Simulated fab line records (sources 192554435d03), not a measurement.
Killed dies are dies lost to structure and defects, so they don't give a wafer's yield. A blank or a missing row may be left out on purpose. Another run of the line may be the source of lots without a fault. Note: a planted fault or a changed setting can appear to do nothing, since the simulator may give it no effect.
A lot that was struck, set against a sound lot ; flow n5Finfet ; 41 steps out of a route of 1938
Sound: these wafers, L968.2, L968.4, L968.6. Struck: wafer L975.1. (L975.4, L975.6 of the same lot were not struck and are left out.) The cause comes at the end.
For every step that has rows: the tool of each side, followed by ch and its chambers, followed by its first start. Under that, the readings that differ: sound wafers ; struck wafers ; difference of the means ; sigmas: that difference in standard deviations of wafers without a fault.
alike: readings with means less than 2 such deviations apart, plus words and numbers identical on both sides. not compared: withheld readings, readings lacking a value on some wafer, bounds such as >300 that could conceal the same value, and numbers that have no deviation in the record and whose values overlap.
Wherever a step has rows on one side only, a row that says differs or no value, or a row with sigmas, the two part there. Non-overlapping numbers with no deviation appear without sigmas and do not part them. A reading missing from all wafers of one side parts the sides only when that side holds two or more wafers.

first, 2 steps without rows for these wafers: N5_BEOL_M2_PRECLEAN_42 (cleans in residue remover, time 60 s); N5_BEOL_M2_SRD_43 (time 30 s).
N5_BEOL_M2_CD_MEAS_35: target cd 18 nm, target cd y 22.2 nm.
  sound on cdSem-02 at day 6 22:14; struck on cdSem-01 at day 9 09:25
  alike: cdNm
then, 2 steps without rows for these wafers: N5_BEOL_M2_DEGAS_44 (time 60 s); N5_BEOL_M2_PRE_CLEAN_45 (time 30 s).
N5_BEOL_M2_ALD_84: deposits TaN, pulse time 2 s, purge time 3 s, co reactant purge time 2 s.
  sound on aldMetal-02 ch 1,2,3, day 6 22:41; struck on aldMetal-03 ch 2, day 9 09:55
  alike: chamberPressureTorr, heaterPowerW, mfcCarrierSccm, precursorVesselPressureTorr
then, 2 steps without rows for these wafers: N5_BEOL_M2_SURFACE_TREAT_85; N5_BEOL_M2_CVD_47 (deposits Co from CCTBA/H2, target thk 3 nm, time 223.8 s).
N5_BEOL_M2_SPUTTER_48: material Cu, target thk 4.5 nm, time 8.29 s.
  sound on pvdSputter-01 at day 6 23:14; struck on pvdSputter-03 at day 9 10:28
  alike: chuckGasFlowSccm, chuckSensorTempC, throttleValvePct
then, 3 steps without rows for these wafers: N5_BEOL_M2_ANNEAL_49 (time 240 s); N5_BEOL_M2_SPUTTER_79 (material Cu, target thk 4.5 nm, time 8.29 s); N5_BEOL_M2_ANNEAL_80 (time 240 s).
N5_BEOL_M2_SPUTTER_81: material Cu, target thk 4.5 nm, time 8.29 s.
  sound on pvdSputter-01 at day 6 23:41; struck on pvdSputter-03 at day 9 10:54
  alike: chuckGasFlowSccm, chuckSensorTempC, throttleValvePct
then, 4 steps without rows for these wafers: N5_BEOL_M2_ANNEAL_82 (time 240 s); N5_BEOL_M2_SPUTTER_86 (material Cu, target thk 4.5 nm, time 8.29 s); N5_BEOL_M2_ANNEAL_87 (time 240 s); N5_BEOL_M2_SPUTTER_88 (material Cu, target thk 4.5 nm, time 8.29 s).
N5_BEOL_M2_ANNEAL_89: time 240 s.
  sound on pvdSputter-01 at day 7 00:12; struck on pvdSputter-03 at day 9 11:25
  alike: heaterPowerW
then, 9 steps without rows for these wafers: N5_BEOL_M2_SPUTTER_90 (material Cu, target thk 4.5 nm, time 8.29 s); N5_BEOL_M2_ANNEAL_91 (time 240 s); N5_BEOL_M2_SPUTTER_92 (material Cu, target thk 4.5 nm, time 8.29 s); N5_BEOL_M2_ANNEAL_93 (time 240 s); N5_BEOL_M2_SPUTTER_94 (material Cu, target thk 4.5 nm, time 8.29 s); N5_BEOL_M2_ANNEAL_95 (time 240 s); N5_BEOL_M2_SPUTTER_96 (material Cu, target thk 4.5 nm, time 8.29 s); N5_BEOL_M2_ECD_50 (material Cu, target thk 300 nm); N5_BEOL_M2_ANNEAL_51 (time 90 s).
N5_BEOL_M2_CMP_52: polishes, stops on SiOC, t overpolish 6.8 s, target thk 40 nm.
  sound on cmp-02 ch 1,2,3, day 7 01:34; struck on cmp-04 ch 1, day 9 13:25
reading;sound;struck;difference;sigmas
motorCurrentA (A);5.5 5.5 5.7;7.1;+1.5;+3
  alike: barrierFieldEndpointS, headPressurePsi, overpolishRunS, timeToEndpointS
  not compared: padLifeWafers
N5_BEOL_M2_PRE_CLEAN_60: time 15 s.
  sound on cvdCo-01 ch 0,1,2, day 7 01:50; struck on cvdCo-01 ch 0, day 9 13:45
  alike: heaterPowerW
then, 3 steps without rows for these wafers: N5_BEOL_M2_CO_CAP_55 (material Co, precursor CCTBA/H2, target thk 2 nm, time 102.1 s); N5_BEOL_M2_PRE_CLEAN_56 (time 15 s); N5_BEOL_M2_DEP_57 (deposits SiCN from 3MS/NH3, target thk 8 nm, time 14 s).
N5_BEOL_M2_RS_MEAS_58: measures by four-point-probe.
  sound on filmMetro-01 at day 7 02:03; struck on filmMetro-02 at day 9 13:58
  alike: M2_RS
then, 1 step without rows for these wafers: N5_BEOL_M3_ILD_DEP_00 (deposits SiOC from DEMS/O2, target thk 79 nm, time 15.3 s).
N5_BEOL_M3_THK_MEAS_01:
  sound on filmMetro-02 at day 7 02:11; struck on filmMetro-02 at day 9 14:06
  alike: M3_ILD_THK
then, 5 steps without rows for these wafers: N5_BEOL_M3_PECVD_72 (deposits SiO2 from TEOS/O2, target thk 16 nm, time 18 s); N5_BEOL_M3_HM_DEP_02 (deposits TiN, target thk 20 nm); N5_BEOL_M3_COAT_61 (time 60 s, resist thk 60 nm); N5_BEOL_M3_COAT_62 (time 60 s, resist thk 12 nm); N5_BEOL_M3_COAT_73 (time 60 s, resist thk 5 nm).
-- the record jumps here: 6 days lie between the struck wafers' starts before and after (it left off in module BEOL_M3 and takes up again in module PASSIVATION, whose first step shown is number 1936 of the route) --
N5_PASSIVATION_PROBE_49:
  record: rows for the struck wafers here (prober-02, day 15 05:55), none for the sound ones

WHERE THEY PART
At N5_BEOL_M2_CMP_52 first; at N5_PASSIVATION_PROBE_49 last (within this record only).

WHY: whatever the simulator had introduced
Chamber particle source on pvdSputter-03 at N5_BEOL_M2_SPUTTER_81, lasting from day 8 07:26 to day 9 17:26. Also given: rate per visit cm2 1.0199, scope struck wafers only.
